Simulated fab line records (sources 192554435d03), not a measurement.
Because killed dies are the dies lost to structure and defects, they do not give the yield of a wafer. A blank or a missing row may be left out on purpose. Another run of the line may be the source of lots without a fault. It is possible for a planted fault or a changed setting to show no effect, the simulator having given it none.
Matching of chambers ; flow n5_finfet ; N5_MOL_CONTACT_COAG_DESCUM_45 on rie_diel-05 has 4 sister chambers
The step chemistry O2, time 7 s. 22 wafers are shown with their chamber, then 11 later ones without.

== WAFERS PAIRED WITH THEIR CHAMBERS ==
wafer;chamber;showerhead_plenum_p_Torr (Torr);throttle_valve_pct (%);oes_product_au (a.u.)
L077.1;0;2.11;20.41;0.76
L077.2;3;2.18;20.30;0.76
L077.5;3;2.18;20.28;0.76
L079.1;1;2.05;20.12;0.88
L079.2;3;2.17;20.27;0.76
L079.6;0;2.10;20.43;0.76
L080.1;1;2.05;20.13;0.89
L080.2;3;2.17;20.29;0.76
L080.5;3;2.17;20.29;0.76
L081.1;3;2.17;20.31;0.76
L081.3;1;2.05;20.12;0.89
L081.4;2;2.09;20.27;0.74
L082.1;3;2.17;20.30;0.75
L082.2;0;2.10;20.44;0.76
L082.3;2;2.08;20.27;0.73
L082.4;1;2.05;20.13;0.88
L082.5;3;2.17;20.31;0.75
L082.6;0;2.10;20.44;0.75
L086.2;1;2.05;20.15;0.87
L086.3;3;2.17;20.33;0.75
L086.6;3;2.17;20.31;0.74
L089.1;0;2.10;20.46;0.73

SIGNATURES (averages over the wafers above)
reading;chamber 0;chamber 1;chamber 2;chamber 3;scatter within a chamber
showerhead_plenum_p_Torr;2.1020;2.0500;2.0850;2.1720;0.00401
throttle_valve_pct;20.4360;20.1300;20.2700;20.2990;0.016
oes_product_au;0.7520;0.8820;0.7350;0.7550;0.00901
Rule: a wafer lies at a distance from a chamber equal to the root of the sum of squares, over the readings, of (its reading less the chamber's mean, divided by the reading's scatter). If the next closest chamber is less than 2 further off than the closest, the wafer can't be placed; otherwise it belongs to the closest. How the scatter is found: for the shown wafers, subtract from each reading the mean of its chamber, square and add these, divide the total by (wafers less chambers), then take the root.

== WAFERS WITHOUT THEIR CHAMBER ==
wafer;showerhead_plenum_p_Torr (Torr);throttle_valve_pct (%);oes_product_au (a.u.)
L089.2;2.17;20.33;0.74
L089.3;2.08;20.29;0.71
L089.4;2.04;20.16;0.85
L089.5;2.17;20.32;0.74
L089.6;2.08;20.29;0.72
L093.3;2.04;20.15;0.84
L093.5;2.16;20.33;0.73
L093.6;2.09;20.49;0.73
L097.1;2.07;20.32;0.70
L097.2;2.09;20.48;0.73
L097.6;2.09;20.49;0.73

== WHICH CHAMBER EACH ONE RAN IN ==
wafer;from the rows above;in truth
L089.2;3;3
L089.3;2;2
L089.4;1;1
L089.5;3;3
L089.6;2;2
L093.3;1;1
L093.5;3;3
L093.6;0;0
L097.1;2;2
L097.2;0;0
L097.6;0;0
11 of 11 placed correctly. Can't be placed from these rows: 0. Number placed wrongly: 0.
